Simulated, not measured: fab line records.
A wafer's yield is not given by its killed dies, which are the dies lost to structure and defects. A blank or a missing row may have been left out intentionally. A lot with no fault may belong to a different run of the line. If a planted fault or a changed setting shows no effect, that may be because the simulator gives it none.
Chamber matching + flow nand_harc + NHARC_P_CONTACT_CMP_24 on cmp-04 has 4 sister chambers
The step polishes, t overpolish 30 s, target thk 200 nm. 4 wafers are shown with their chamber, then 7 later ones without.

== WAFERS WITH THEIR CHAMBER ==
| wafer  | chamber | motor_current_A (A) |
|--------|---------|---------------------|
| L976.5 | 3       | 10.9                |
| L987.5 | 1       | 11.6                |
| L993.1 | 2       | 12.1                |
| L993.3 | 0       | 11.6                |

== WAFERS WITH NO CHAMBER GIVEN ==
| wafer  | motor_current_A (A) |
|--------|---------------------|
| L993.6 | 10.8                |
| L995.2 | 10.6                |
| L995.4 | 11.4                |
| L995.5 | 12.1                |
| L996.3 | 12.1                |
| L996.4 | 11.8                |
| L996.5 | 11.7                |

== WHICH CHAMBER EACH WENT THROUGH ==
| wafer  | from the rows above          | in truth |
|--------|------------------------------|----------|
| L993.6 | 3                            | 3        |
| L995.2 | 3                            | 3        |
| L995.4 | can't be placed: 0 or 1 or 3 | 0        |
| L995.5 | 2                            | 2        |
| L996.3 | 2                            | 2        |
| L996.4 | can't be placed: 0 or 1 or 2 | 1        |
| L996.5 | can't be placed: 0 or 1 or 2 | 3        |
Placed correctly: 4 of 7. These rows do not allow placing 3 (true chamber among the candidates in 2). Placed wrongly: 0.
How it was worked out, from the rows above alone: a wafer's distance from a chamber is the root of the sum, over the readings, of the square of ((its reading less the chamber's mean) divided by the reading's scatter). If the next closest chamber is less than 2 further off than the closest, the wafer can't be placed; otherwise it belongs to the closest. For every chamber, the mean is computed from those of its wafers that are shown. The scatter: root of mean squared gap, hidden wafer to nearest shown wafer, with one shown wafer a chamber.
